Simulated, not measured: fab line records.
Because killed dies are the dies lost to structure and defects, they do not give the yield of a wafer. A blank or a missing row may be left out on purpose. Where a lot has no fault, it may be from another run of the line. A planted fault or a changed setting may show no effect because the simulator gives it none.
Lot-split experiment || flow n5Finfet || on a route of 1938 steps: 7 lots, 39 wafers read

== ON THE SPLIT ==
At N5_HKMG_FIN_ETCH_58 (etches SOC in N2/H2, target depth 215.8 nm, time 741 s), the setting sourceW was moved away from the recipe's 875 W on 15 of the 39 wafers read, by -16.6% to +18.4%. For the rest of the wafers, this setting stayed at what the recipe calls for.

The reading is taken at the split's own step.

== THE READING ==
rfVppV, in V, at N5_HKMG_FIN_ETCH_58 (etches SOC in N2/H2, target depth 215.8 nm, time 741 s). On this fab line, fault-free wafers typically give 99.2 V with a standard deviation of 0.94 V.

{"wafer": "L077.1", "tool, chamber at the split": "rieDiel-04, 2", "sourceW as run, W": 875, "against the recipe": "recipe", "rfVppV, V": 99.5, "against lot-mates on the recipe": "-"}
{"wafer": "L077.2", "tool, chamber at the split": "rieDiel-04, 1", "sourceW as run, W": 875, "against the recipe": "recipe", "rfVppV, V": 99.5, "against lot-mates on the recipe": "-"}
{"wafer": "L077.3", "tool, chamber at the split": "rieDiel-04, 3", "sourceW as run, W": 1036, "against the recipe": "+18.4%", "rfVppV, V": 95.2, "against lot-mates on the recipe": -4.3}
{"wafer": "L077.4", "tool, chamber at the split": "rieDiel-04, 1", "sourceW as run, W": 1036, "against the recipe": "+18.4%", "rfVppV, V": 94.0, "against lot-mates on the recipe": -5.5}
{"wafer": "L077.5", "tool, chamber at the split": "rieDiel-04, 2", "sourceW as run, W": 875, "against the recipe": "recipe", "rfVppV, V": 99.4, "against lot-mates on the recipe": "-"}
{"wafer": "L077.6", "tool, chamber at the split": "rieDiel-04, 3", "sourceW as run, W": 1036, "against the recipe": "+18.4%", "rfVppV, V": 91.3, "against lot-mates on the recipe": -8.2}
{"wafer": "L078.1", "tool, chamber at the split": "rieDiel-04, 1", "sourceW as run, W": 875, "against the recipe": "recipe", "rfVppV, V": 99.9, "against lot-mates on the recipe": "-"}
{"wafer": "L078.2", "tool, chamber at the split": "rieDiel-04, 2", "sourceW as run, W": 875, "against the recipe": "recipe", "rfVppV, V": 99.7, "against lot-mates on the recipe": "-"}
{"wafer": "L078.3", "tool, chamber at the split": "rieDiel-04, 3", "sourceW as run, W": 875, "against the recipe": "recipe", "rfVppV, V": 100.4, "against lot-mates on the recipe": "-"}
{"wafer": "L078.4", "tool, chamber at the split": "rieDiel-04, 1", "sourceW as run, W": 875, "against the recipe": "recipe", "rfVppV, V": 98.6, "against lot-mates on the recipe": "-"}
{"wafer": "L078.5", "tool, chamber at the split": "rieDiel-04, 2", "sourceW as run, W": 875, "against the recipe": "recipe", "rfVppV, V": 98.8, "against lot-mates on the recipe": "-"}
{"wafer": "L078.6", "tool, chamber at the split": "rieDiel-04, 3", "sourceW as run, W": 875, "against the recipe": "recipe", "rfVppV, V": 99.1, "against lot-mates on the recipe": "-"}
{"wafer": "L080.1", "tool, chamber at the split": "rieDiel-04, 1", "sourceW as run, W": 875, "against the recipe": "recipe", "rfVppV, V": 97.9, "against lot-mates on the recipe": "-"}
{"wafer": "L080.2", "tool, chamber at the split": "rieDiel-04, 3", "sourceW as run, W": 758.8, "against the recipe": "-13.3%", "rfVppV, V": 104.0, "against lot-mates on the recipe": "+4.9"}
{"wafer": "L080.3", "tool, chamber at the split": "rieDiel-04, 0", "sourceW as run, W": 758.8, "against the recipe": "-13.3%", "rfVppV, V": 105.8, "against lot-mates on the recipe": "+6.7"}
{"wafer": "L080.4", "tool, chamber at the split": "rieDiel-04, 2", "sourceW as run, W": 758.8, "against the recipe": "-13.3%", "rfVppV, V": 104.7, "against lot-mates on the recipe": "+5.6"}
{"wafer": "L080.5", "tool, chamber at the split": "rieDiel-04, 0", "sourceW as run, W": 875, "against the recipe": "recipe", "rfVppV, V": 99.7, "against lot-mates on the recipe": "-"}
{"wafer": "L080.6", "tool, chamber at the split": "rieDiel-04, 3", "sourceW as run, W": 875, "against the recipe": "recipe", "rfVppV, V": 99.7, "against lot-mates on the recipe": "-"}
{"wafer": "L081.1", "tool, chamber at the split": "rieDiel-03, 2", "sourceW as run, W": 875, "against the recipe": "recipe", "rfVppV, V": 97.0, "against lot-mates on the recipe": "-"}
{"wafer": "L081.2", "tool, chamber at the split": "rieDiel-03, 1", "sourceW as run, W": 875, "against the recipe": "recipe", "rfVppV, V": 98.1, "against lot-mates on the recipe": "-"}
{"wafer": "L081.3", "tool, chamber at the split": "rieDiel-03, 3", "sourceW as run, W": 875, "against the recipe": "recipe", "rfVppV, V": 97.3, "against lot-mates on the recipe": "-"}
{"wafer": "L084.1", "tool, chamber at the split": "rieDiel-04, 0", "sourceW as run, W": 875, "against the recipe": "recipe", "rfVppV, V": 99.7, "against lot-mates on the recipe": "-"}
{"wafer": "L084.2", "tool, chamber at the split": "rieDiel-04, 2", "sourceW as run, W": 875, "against the recipe": "recipe", "rfVppV, V": 97.1, "against lot-mates on the recipe": "-"}
{"wafer": "L084.3", "tool, chamber at the split": "rieDiel-04, 1", "sourceW as run, W": 804.1, "against the recipe": "-8.1%", "rfVppV, V": 102.6, "against lot-mates on the recipe": "+4.0"}
{"wafer": "L084.4", "tool, chamber at the split": "rieDiel-04, 1", "sourceW as run, W": 804.1, "against the recipe": "-8.1%", "rfVppV, V": 101.0, "against lot-mates on the recipe": "+2.4"}
{"wafer": "L084.5", "tool, chamber at the split": "rieDiel-04, 2", "sourceW as run, W": 875, "against the recipe": "recipe", "rfVppV, V": 99.0, "against lot-mates on the recipe": "-"}
{"wafer": "L084.6", "tool, chamber at the split": "rieDiel-04, 0", "sourceW as run, W": 804.1, "against the recipe": "-8.1%", "rfVppV, V": 100.7, "against lot-mates on the recipe": "+2.1"}
{"wafer": "L089.1", "tool, chamber at the split": "rieDiel-03, 3", "sourceW as run, W": 729.7, "against the recipe": "-16.6%", "rfVppV, V": 106.9, "against lot-mates on the recipe": "+7.8"}
{"wafer": "L089.2", "tool, chamber at the split": "rieDiel-03, 2", "sourceW as run, W": 875, "against the recipe": "recipe", "rfVppV, V": 98.4, "against lot-mates on the recipe": "-"}
{"wafer": "L089.3", "tool, chamber at the split": "rieDiel-03, 0", "sourceW as run, W": 729.7, "against the recipe": "-16.6%", "rfVppV, V": 106.4, "against lot-mates on the recipe": "+7.3"}
{"wafer": "L089.4", "tool, chamber at the split": "rieDiel-03, 1", "sourceW as run, W": 729.7, "against the recipe": "-16.6%", "rfVppV, V": 105.4, "against lot-mates on the recipe": "+6.3"}
{"wafer": "L089.5", "tool, chamber at the split": "rieDiel-03, 2", "sourceW as run, W": 875, "against the recipe": "recipe", "rfVppV, V": 99.1, "against lot-mates on the recipe": "-"}
{"wafer": "L089.6", "tool, chamber at the split": "rieDiel-03, 1", "sourceW as run, W": 875, "against the recipe": "recipe", "rfVppV, V": 99.9, "against lot-mates on the recipe": "-"}
{"wafer": "L096.1", "tool, chamber at the split": "rieDiel-04, 1", "sourceW as run, W": 1022, "against the recipe": "+16.8%", "rfVppV, V": 92.2, "against lot-mates on the recipe": -7.1}
{"wafer": "L096.2", "tool, chamber at the split": "rieDiel-04, 3", "sourceW as run, W": 1022, "against the recipe": "+16.8%", "rfVppV, V": 95.6, "against lot-mates on the recipe": -3.7}
{"wafer": "L096.3", "tool, chamber at the split": "rieDiel-04, 0", "sourceW as run, W": 875, "against the recipe": "recipe", "rfVppV, V": 98.7, "against lot-mates on the recipe": "-"}
{"wafer": "L096.4", "tool, chamber at the split": "rieDiel-04, 2", "sourceW as run, W": 1022, "against the recipe": "+16.8%", "rfVppV, V": 94.0, "against lot-mates on the recipe": -5.3}
{"wafer": "L096.5", "tool, chamber at the split": "rieDiel-04, 2", "sourceW as run, W": 875, "against the recipe": "recipe", "rfVppV, V": 100.1, "against lot-mates on the recipe": "-"}
{"wafer": "L096.6", "tool, chamber at the split": "rieDiel-04, 1", "sourceW as run, W": 875, "against the recipe": "recipe", "rfVppV, V": 99.2, "against lot-mates on the recipe": "-"}

FIT RESULTS
A straight line over all 39 wafers: rfVppV changes by -0.354 V for each +1% of sourceW; r = -0.95; the points scatter about the line by 1.2 V.
The same after taking each lot's own level away (the mean of its wafers on the recipe; 39 wafers): -0.366 V for each +1%; r = -0.96; scatter 0.99 V.
According to that fit, moving sourceW by its largest amount changes the reading by 6.7 V.
The lots' own levels span 97.47 to 99.47 V, that is 2.1 times the standard deviation above.
The two slopes agree, so the slope changes little with the lot-to-lot level.
Check: with one of the wafers moved furthest among these (+18.4%) left out of the fit, the line predicts -6.81 V for it against its lot-mates. It came out at -4.27 V against them.
Tool readings at the split's step, against how far the setting was moved: rfVppV r = -0.95.

== FURTHER SPLITS ON THESE WAFERS ==
These wafers also went through other splits before the reading. Each is held against what the fit with the lots' levels taken away leaves over:
{"other split on the same wafers": "N5_DUMMY_GATE_EXPOSE_12 doseMj", "wafers away from the commonest value": 15, "r with rfVppV (lot level and that fit taken away)": "+0.12"}

== THE FILE'S OWN FIT ==
rfVppV changes by -0.367 V for each +1% of sourceW, r = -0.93.
